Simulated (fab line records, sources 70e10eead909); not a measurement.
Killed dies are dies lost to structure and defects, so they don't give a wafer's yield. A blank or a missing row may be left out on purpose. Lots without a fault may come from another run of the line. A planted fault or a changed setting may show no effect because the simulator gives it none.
fab line records | flow nand_harc | part 2 of 2: steps 31 to 39 of 39
record lots=5 wafers=15 last_day=27
route steps=1159 shown A_BONDPAD@1087 HYBRID_BOND@1094 THIN_TSV@1101
lots that met no fault: from a run of the same line without faults
start_h: hours from the record's first day to the start of the lot's first wafer shown | wait_h: hours since the lot's step before | " the same as in the row above | L1.1+2: a row that stands for several wafers | - no value, or no start given | * or withheld: withheld | < > ~ a bound
route shown NAME@n: a module of which the file shows steps, and the number in the route of the first | usual: mean/standard deviation of fault-free wafers | same: alike in all rows | chamber/n: place in a boat | sites: the reading at each site | _std_site: their standard deviation | _edge_site: outer sites' mean less inner sites' | radius_mm: how far each site lies from the wafer's centre | mask NAME#n: copy n | behind: the tool/chamber that last shaped the wafer | hold: why the lot was held/for how many hours/how that ended | device: the transistor (n, p or np) that didn't switch | end of line: the same wafers' tests at the end of the route | a step without rows: its recipe alone | killed: dies lost to structure and defects at the first sort, not the wafer's yield | map: a wafer's dies, x killed, . not, _ none there
set.NAME: the setting as run; set.NAME@STEP: as run at that earlier step | model.NAME: the simulator's own value behind a step, which no gauge read
lots at some steps of the route; a table a step, a row a wafer
services: from which hour (start_h, from the record's first day; less than 0 if before it) a tool's chamber was out of use, for how many hours, and why
## steps
# step NHARC_THIN_TSV_ETCH_44
# recipe target_depth_a=15942 time_s=797.1 cf4_flow_sccm=150 o2_flow_sccm=10 ar_flow_sccm=0 rf_w=300 bias_w=800 chemistry=CF4/O2
# usual drypump_motor_current_A=5.6/0.38 oes_product_au=1.000/0.0067 rf_vpp_V=795/4.7 showerhead_plenum_p_Torr=1.84/0.075 throttle_valve_pct=16.915/0.0091
# columns lot.wafer tool chamber start_h wait_h drypump_motor_current_A oes_product_au rf_hours_counter_h rf_vpp_V showerhead_plenum_p_Torr throttle_valve_pct
L076.2 rie_diel-02 1 460.47 0.2 5.5 1.002 7 801 1.95 16.918
L076.5 " 3 " " 5.5 1.001 - 794 1.80 16.913
L076.6 " 0 " " 6.0 0.996 - 791 1.79 16.920
L088.1 rie_diel-05 1 543.68 0.1 6.2 1.006 0 794 1.81 16.908
L088.4 " 2 " " 5.1 0.996 1 788 1.74 16.903
L088.3 " 0 " " 5.1 1.008 0 794 1.81 16.911
L080.3 rie_diel-05 3 549.38 0.2 5.2 1.005 1 795 1.85 16.911
L080.6 " 1 " " 6.2 1.002 - 793 1.81 16.910
L080.5 " 2 " " 5.1 0.992 - 789 1.74 16.908
L087.1 rie_diel-02 0 585.09 0.1 6.0 1.006 4 791 1.79 16.913
L087.2 " 1 " " 5.5 1.000 4 801 1.95 16.917
L087.3 " 2 " " 5.9 0.999 4 801 1.96 16.899
L096.4 rie_diel-02 3 600.28 0.1 5.5 0.994 6 792 1.79 16.911
L096.1 " 0 " " 6.0 0.994 7 792 1.79 16.928
L096.3 " 2 " " 5.8 1.006 6 802 1.96 16.923
# step NHARC_THIN_TSV_ETCH_15
# recipe target_depth_a=30000 bosch_target_overetch_cycles=2 bosch_etch_step_s=2.8 bosch_dep_step_s=1.2 bosch_cycles=14
# usual drypump_motor_current_A=6.0/0.48
# columns lot.wafer tool chamber start_h wait_h drypump_motor_current_A rf_hours_counter_h
L076.2 rie_si-02 0 460.95 - 5.6 0.7
L076.5 " 2 " " 5.8 -
L076.6 " 3 " " 6.6 -
L088.3 rie_si-02 1 544.24 - 6.7 1.3
L088.1 " 2 " " 5.7 1.3
L088.4 " 0 " " 5.6 1.3
L080.3 rie_si-04 0 549.87 - 6.1 0.6
L080.5 " 2 " " 5.7 -
L080.6 " 3 " " 5.7 -
L087.1 rie_si-02 0 585.61 - 5.6 0.1
L087.3 " 1 " " 6.6 0.2
L087.2 " 2 " " 5.7 0.1
L096.3 rie_si-02 3 600.87 - 6.6 0.3
L096.4 " 0 " " 5.6 0.4
L096.1 " 1 " " 6.6 0.4
# step NHARC_THIN_TSV_CD_MEAS_16
# usual cd_nm=999.8/1.6
# columns lot.wafer tool chamber start_h wait_h cd_nm
L076.2 cd_sem-03 - 461.07 0.1 997.9
L076.5 " - " " 998.8
L076.6 " - " " 998.5
L088.1 cd_sem-02 - 544.38 0.1 999.7
L088.3 " - " " 999.3
L088.4 " - " " 999.4
L080.3 cd_sem-02 - 550.00 0.1 1000.8
L080.5 " - " " 1001.1
L080.6 " - " " 999.0
L087.1 cd_sem-01 - 585.75 0.1 1001.3
L087.2 " - " " 1000.9
L087.3 " - " " 1002.2
L096.1 cd_sem-01 - 601.00 0.1 999.7
L096.3 " - " " 1001.4
L096.4 " - " " 999.2
# step NHARC_THIN_TSV_STRIP_45
# recipe power_w=1500 temp_c=250 chemistry=O2
# usual drypump_motor_current_A=5.8/0.45 heater_power_w=346/20
# columns lot.wafer tool chamber start_h wait_h drypump_motor_current_A heater_power_w rf_hours_counter_h
L076.2 plasma_asher-02 0 462.08 1.0 5.2 366 31
L076.6 " 1 " " 6.5 348 -
L076.5 " 0 " " 5.2 362 -
L088.1 plasma_asher-01 1 544.95 0.6 5.6 338 25
L088.4 " 0 " " 5.7 312 -
L088.3 " 1 " " 5.6 355 -
L080.3 plasma_asher-02 0 550.22 0.2 5.3 367 -
L080.6 " 1 " " 6.5 357 -
L080.5 " 0 " " 5.2 368 -
L087.2 plasma_asher-02 0 585.82 0.1 5.2 364 15
L087.1 " 1 " " 6.5 360 15
L087.3 " 0 " " 5.2 368 -
L096.1 plasma_asher-02 1 601.08 0.1 6.5 361 23
L096.4 " 1 " " 6.5 362 -
L096.3 " 0 " " 5.2 378 -
# step NHARC_THIN_TSV_STRIP_46
# recipe time_s=1200 temp_c=72.5 chemistry=post_etch_residue_remover
# columns lot.wafer tool chamber start_h wait_h
L076.5+6+2 wet_bench-08 0,3,5 462.38 0.1
L088.3+1+4 wet_bench-08 6,2,3 545.25 0.2
L080.5+6+3 wet_bench-08 2,5,6 550.43 0.1
L087.3+2+1 wet_bench-10 3,4,6 586.22 0.2
L096.1+3+4 wet_bench-10 2,4,7 601.43 0.3
# step NHARC_THIN_TSV_DEP_47
# recipe target_thk_a=2000 temp_c=withheld pressure_torr=6.5 rf_w=900 teos_flow_sccm=161.4 flow_sccm=2650 target_thk_nm=200 gas=O2 material=SiO2
# usual throttle_valve_pct=16.2/0.36
# columns lot.wafer tool chamber start_h wait_h throttle_valve_pct
L076.2 pecvd-02 2 462.92 - 15.7
L076.6 " 0 " " 16.8
L076.5 " 1 " " 17.1
L088.1 pecvd-02 0 545.71 - 16.6
L088.3 " 2 " " 15.7
L088.4 " 2 " " 15.3
L080.3 pecvd-01 2 550.97 - 15.9
L080.5 " 0 " " 16.0
L080.6 " 1 " " 16.3
L087.2 pecvd-04 1 586.67 - 16.3
L087.3 " 2 " " 16.5
L087.1 " 0 " " 16.2
L096.3 pecvd-02 2 602.13 - 15.6
L096.1 " 0 " " 16.9
L096.4 " 2 " " 15.6
# step NHARC_THIN_TSV_ETCHBACK_48
# recipe target_depth_a=10285 over_etch_frac=0.3 time_s=405.17 ion_energy_ev=250 c4f8_flow_sccm=withheld ar_flow_sccm=withheld rf_w=600 bias_w=300 chemistry=C4F8/Ar
# usual oes_product_au=0.95/0.034 rf_vpp_V=547/3.6
# columns lot.wafer tool chamber start_h wait_h oes_product_au rf_hours_counter_h rf_vpp_V
L076.2 rie_diel-06 1 463.26 - 0.93 3 552
L076.6 " 0 " " 0.92 - 540
L076.5 " 1 " " 0.92 - 552
L088.4 rie_diel-06 1 546.10 - 0.93 11 553
L088.3 " 3 " " 0.93 11 549
L088.1 " 0 " " 0.92 11 542
L080.3 rie_diel-02 2 551.28 - 0.92 2 552
L080.6 " 2 " " 0.93 - 550
L080.5 " 3 " " 0.91 - 544
L087.3 rie_diel-05 1 587.07 - 0.93 4 547
L087.1 " 3 " " 0.93 4 547
L087.2 " 0 " " 0.93 4 546
L096.3 rie_diel-05 2 602.53 - 0.93 6 543
L096.4 " 3 " " 0.94 7 546
L096.1 " 0 " " 0.94 7 545
# step NHARC_THIN_TSV_STRIP_62
# recipe power_w=1500 temp_c=250 time_s=20 chemistry=N2/H2
# usual drypump_motor_current_A=5.8/0.5 heater_power_w=351/21
# columns lot.wafer tool chamber start_h wait_h drypump_motor_current_A heater_power_w rf_hours_counter_h
L076.2 plasma_asher-02 0 463.60 - 5.2 366 32
L076.6 " 1 " " 6.5 351 -
L076.5 " 0 " " 5.2 378 -
L088.1 plasma_asher-02 0 546.50 - 5.2 373 0
L088.4 " 1 " " 6.5 368 -
L088.3 " 0 " " 5.2 372 -
L080.3 plasma_asher-02 1 551.68 - 6.5 374 -
L080.5 " 1 " " 6.5 359 -
L080.6 " 0 " " 5.2 362 -
L087.1 plasma_asher-02 1 587.51 - 6.5 361 16
L087.2 " 0 " " 5.2 350 16
L087.3 " 1 " " 6.5 358 -
L096.1 plasma_asher-01 1 602.91 - 5.6 333 51
L096.4 " 0 " " 5.7 324 -
L096.3 " 1 " " 5.6 341 -
# step NHARC_THIN_TSV_DEGAS_49
# recipe temp_c=300 time_s=120
# usual heater_power_w=479/39 susceptor_temp_C=300.00/0.21
# columns lot.wafer tool chamber start_h wait_h heater_power_w susceptor_temp_C
L076.2 pvd_sputter-02 - 463.76 0.1 552 299.91
L076.6 " - " " 444 299.82
L076.5 " - " " 573 300.29
L088.3 pvd_sputter-01 - 546.66 0.1 540 300.06
L088.4 " - " " 476 300.21
L088.1 " - " " 491 300.03
L080.3 pvd_sputter-03 - 551.85 0.1 485 300.41
L080.6 " - " " 446 299.96
L080.5 " - " " 420 300.00
L087.1 pvd_sputter-03 - 587.68 0.1 437 299.74
L087.3 " - " " 484 299.70
L087.2 " - " " 511 300.02
L096.4 pvd_sputter-03 - 603.06 0.1 492 299.77
L096.3 " - " " 439 299.87
L096.1 " - " " 475 300.14
## services
# columns tool chamber start_h hours kind
wet_bench-10 - 428.44 8.0 pm
rie_diel-09 - 431.29 9.0 pm
grinder-01 - 432.82 10.4 repair
cmp-03 - 450.00 4.0 pm
plasma_asher-02 - 451.55 0.5 repair
pvd_sputter-03 - 458.06 10.0 pm
pecvd-02 1 463.07 14.3 repair
krf_scanner-04 - 470.00 4.0 pm
pecvd-02 - 477.67 0.5 repair
rie_diel-02 2 491.92 5.7 repair
plasma_asher-02 - 497.80 1.2 repair
rie_diel-02 - 504.70 9.0 pm
litho_track-02 - 515.00 7.0 pm
pecvd-02 - 515.17 13.0 pm
rie_diel-05 - 517.60 9.0 pm
rie_diel-02 - 518.45 0.2 repair
plasma_asher-02 - 537.35 9.0 pm
rie_diel-02 3 537.37 5.0 repair
rie_si-02 0 555.94 7.3 repair
rie_diel-05 - 556.65 0.5 repair
litho_track-03 - 563.00 7.0 pm
rie_si-02 - 565.00 9.0 pm
rie_diel-02 3 575.18 6.1 repair
wet_bench-08 - 582.48 8.0 pm
